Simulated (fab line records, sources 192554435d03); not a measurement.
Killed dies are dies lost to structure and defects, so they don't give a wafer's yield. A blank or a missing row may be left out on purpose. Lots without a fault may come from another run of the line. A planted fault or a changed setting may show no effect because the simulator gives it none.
Which tool did it? | flow n5_finfet | 10 lots, 30 wafers sampled, at 1 step of a route of 1938

WHAT THE GAUGES READ, wafer by wafer
N5_BEOL_M10_OVL_MEAS_29. Usual: V9_OVL -0.3 nm, standard deviation 0.68.
lot  | measured     | on         | V9_OVL (nm)    | flag
L600 | day 13 02:25 | overlay-02 | 0.4 0.7 -0.5   |
L603 | day 13 23:44 | overlay-02 | -0.8 -0.8 -0.7 |
L607 | day 14 19:44 | overlay-01 | 0.3 -0.2 0.2   |
L609 | day 14 22:35 | overlay-01 | -0.1 -0.4 0.0  |
L611 | day 15 09:56 | overlay-02 | -0.8 -0.4 0.0  |
L613 | day 16 00:10 | overlay-01 | 0.1 0.2 0.3    |
L614 | day 16 11:01 | overlay-01 | -0.5 -0.2 -0.7 |
L615 | day 16 11:22 | overlay-02 | -0.4 -0.4 -1.0 |
L616 | day 16 14:31 | overlay-02 | -1.7 -1.0 -1.1 |
L622 | day 17 23:34 | overlay-01 | -1.7 -1.2 -0.6 |

WHICH TOOL RAN EACH LOT (tool, then ch and the chambers of the sampled wafers, then the start)
The record holds no process step before these readings.

WHAT THE TOOLS THEMSELVES READ (means of the sampled wafers that have a number; where no wafer has one, the mark that the record gives instead)
The record holds no such reading with a usual standard deviation.

THE ANSWER, worked out from the rows above alone
Rule: a lot is off if the mean of its wafers that have a number lies more than 3 standard deviations from the usual mean. A lot without any number at a reading at which 4 lots or more have one is off too. The other lots that the step has rows for count as sound. The gauges are gone through in route order, then the tools' own readings, and for those a lot's mean is taken as printed above. The first step at which some lot is off is used, and at that step the reading that is off furthest; a lot without a number counts as furthest.
No lot is off at any reading shown: from this, nothing can be told.

WHAT THE SIMULATOR HAD PUT IN
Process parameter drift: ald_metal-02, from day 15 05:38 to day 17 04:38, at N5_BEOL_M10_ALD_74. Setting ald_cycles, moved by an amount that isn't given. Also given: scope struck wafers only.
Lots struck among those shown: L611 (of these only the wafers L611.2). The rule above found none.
